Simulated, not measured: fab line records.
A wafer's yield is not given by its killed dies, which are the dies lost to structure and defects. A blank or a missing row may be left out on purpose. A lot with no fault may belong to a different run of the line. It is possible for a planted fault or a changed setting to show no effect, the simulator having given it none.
A lot that was struck, set against a sound lot / flow n5_finfet / 24 steps out of a route of 1938
Sound: wafers L274.1, L274.4, L274.6. Wafers struck: L266.1, L266.4, L266.5. At the end, the cause is stated.
For every step that has rows: the tool of each side, followed by ch and its chambers, followed by its first start. Under that, the readings that differ: sound wafers / struck wafers / difference of the means / sigmas: that difference in standard deviations of wafers without a fault.
alike: readings whose means differ by less than 2 such deviations, and words and numbers that are the same on both sides. not compared: withheld readings, readings that some wafer has no value for, bounds like >300 that may hide the same value, and numbers for which the record gives no deviation and whose values overlap.
The two part at a step that has a row with sigmas, a row that says differs or no value, or rows on one side only. Non-overlapping numbers with no deviation appear without sigmas and do not part them. A reading missing from all wafers of one side parts the sides only when that side holds two or more wafers.

first, 9 steps without rows for these wafers: N5_MOL_CONTACT_COAG_SOFTBAKE_79 (time 60 s); N5_MOL_CONTACT_COAG_EXPOSE_81 (exposes mask VG, defocus 0 nm); N5_MOL_CONTACT_COAG_PEB_82 (peb time 60 s); N5_MOL_CONTACT_COAG_DEVELOP_83 (develop time 30 s); N5_MOL_CONTACT_COAG_DESCUM_88 (chemistry O2, time 7 s); N5_MOL_CONTACT_COAG_ETCH_89 (etches underlayer in N2/H2, target depth 13 nm, time 10.4 s); N5_MOL_CONTACT_COAG_ETCH_90 (etches SiARC in CF4, target depth 13 nm, time 21.7 s); N5_MOL_CONTACT_COAG_ALD_131 (deposits SiO2, target thk 5 nm, pulse time 1 s, co reactant pulse time 1 s); N5_MOL_CONTACT_COAG_ETCHBACK_132 (etches SiO2 in CHF3, target depth 10 nm, time 6.7 s).
N5_MOL_CONTACT_COAG_ETCH_91: etches SOC in N2/H2, target depth 60 nm, overetch 21 nm, time 101.2 s.
  sound on rie_diel-05 ch 0,2,3, day 9 19:33; struck on rie_diel-05 ch 1,2,3, day 8 01:50
  no value came back on the struck wafers for any of 7 readings (bias_w (W), chamber_pressure_mTorr (mTorr) and others); on the sound wafers bias_w (W) reads 150.0 149.9 150.6
reading=model.CAR-EUV_of_MOL_CONTACT_COAG_COAT_78.thk_nm (nm); sound=0 0 0; struck=15.4 15.6 15.6; difference=+15.5; sigmas=
reading=model.underlayer_of_MOL_CONTACT_COAG_COAT_77.thk_nm (nm); sound=0 0 0; struck=10 10 10; difference=+10; sigmas=
reading=model.SiARC_of_MOL_CONTACT_COAG_COAT_76.thk_nm (nm); sound=5.8 5.8 6.2; struck=10 10 10; difference=+4; sigmas=
  not compared: rf_hours_counter_h
then, 4 steps without rows for these wafers: N5_MOL_CONTACT_COAG_STRIP_92 (strips in N2/H2); N5_MOL_CONTACT_COAG_STRIP_93 (strips in N2/H2); N5_MOL_CONTACT_COAG_ETCHBACK_135 (etches SiO2 in CHF3, target depth 25 nm, time 16.7 s); N5_MOL_CONTACT_COAG_STRIP_118 (strips in CHF3).
N5_MOL_CONTACT_COAG_VIA_ETCH_46: etches SiO2 in C4F6/O2, target depth 46 nm, overetch 9.2 nm, time 40 s.
  sound on rie_diel-05 ch 0,2,3, day 9 19:40; struck on rie_diel-05 ch 1,2,3, day 8 01:58
reading=oes_product_au (a.u.); sound=0.76 0.66 0.65; struck=0.27 0.27 0.33; difference=-0.40; sigmas=-5
  alike: C4F6_flow_sccm, O2_flow_sccm, bias_w, drypump_motor_current_A, rf_vpp_V, showerhead_plenum_p_Torr, throttle_valve_pct
  not compared: rf_hours_counter_h
then, 1 step without rows for these wafers: N5_MOL_CONTACT_COAG_STRIP_96 (strips in N2/H2).
N5_MOL_CONTACT_COAG_ETCH_47: etches SiNx in CH3F/O2, stops on W, target depth 27 nm.
  sound on rie_diel-05 ch 0,2,3, day 9 19:47; struck on rie_diel-05 ch 1,2,3, day 8 02:04
reading=etch_rf_on_time_s (s); sound=30.6 31.2 33.3; struck=50.8 50.8 50.8; difference=+19.1; sigmas=+24
reading=oes_product_au (a.u.); sound=0.77 0.64 0.61; struck=0.27 0.27 0.32; difference=-0.39; sigmas=-4
reading=model.etch.over_etch_s (s); sound=5.097 5.202 5.556; struck=0 0 0; difference=-5; sigmas=
  alike: CH3F_flow_sccm, O2_flow_sccm, bias_w, drypump_motor_current_A, rf_vpp_V, showerhead_plenum_p_Torr, throttle_valve_pct
  not compared: rf_hours_counter_h
then, 3 steps without rows for these wafers: N5_MOL_CONTACT_COAG_STRIP_119 (strips in N2/H2, time 30 s); N5_MOL_CONTACT_COAG_PRECLEAN_144 (cleans in alkaline clean, time 60 s); N5_MOL_CONTACT_COAG_SRD_145 (time 30 s).
N5_MOL_CONTACT_COAG_CD_MEAS_137: target cd 16 nm.
  sound on cd_sem-01, day 9 20:01; struck on cd_sem-02, day 8 02:17
reading=cd_nm (nm); sound=16.4 16.2 15.2; struck=- - -; difference=no value on the struck wafers; sigmas=
then, 1 step without rows for these wafers: N5_MOL_CONTACT_COAG_COAT_62 (time 60 s, resist thk 60 nm).
N5_BEOL_M4_RC_MEAS_101:
  the record has rows for the sound wafers here (prober-01 ch 0, day 12 19:58) and none for the struck ones
-- record jumps: 7 days separate the struck wafers' starts on either side; left off in module BEOL_M4, taken up again in module PASSIVATION, whose first shown step is the route's number 1936 --
N5_PASSIVATION_PROBE_49:
  sound on prober-01, day 17 05:54; struck on prober-01, day 15 06:22
reading=defect_limited_yield (%); sound=91.0 89.7 90.0; struck=0 0 0; difference=-90; sigmas=-64
reading=killed_at_M0_to_M3; sound=47 33 40; struck=21 22 16; difference=-20; sigmas=-2
reading=killed_at_contacts; sound=10 17 9; struck=1085 1083 1083; difference=+1072; sigmas=+99 or more
reading=killed_dies; sound=106 121 118; struck=1180 1180 1180; difference=+1065; sigmas=+63
reading=killed_on_rim; sound=12 16 18; struck=152 152 152; difference=+137; sigmas=+34
reading=sort_bin_5_function (%); sound=5.1 5.6 6.1; struck=96.4 95.8 96.4; difference=+90.6; sigmas=+99 or more
reading=sort_n_pass; sound=1074 1059 1062; struck=0 0 0; difference=-1065; sigmas=-63
reading=sort_yield_pct (%); sound=91.0 89.7 90.0; struck=0 0 0; difference=-90; sigmas=-64
  alike: killed_at_M4_up, killed_at_front_end, killed_at_other, killed_open, killed_short, sort_bin_6_memory

## WHERE THEY PART
Earliest at N5_MOL_CONTACT_COAG_ETCH_91; latest, in this record, at N5_PASSIVATION_PROBE_49.

WHY: what had been put in by the simulator
Step skipped in full: rie_diel-05, at N5_MOL_CONTACT_COAG_ETCH_91, from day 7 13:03 onward. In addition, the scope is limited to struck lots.
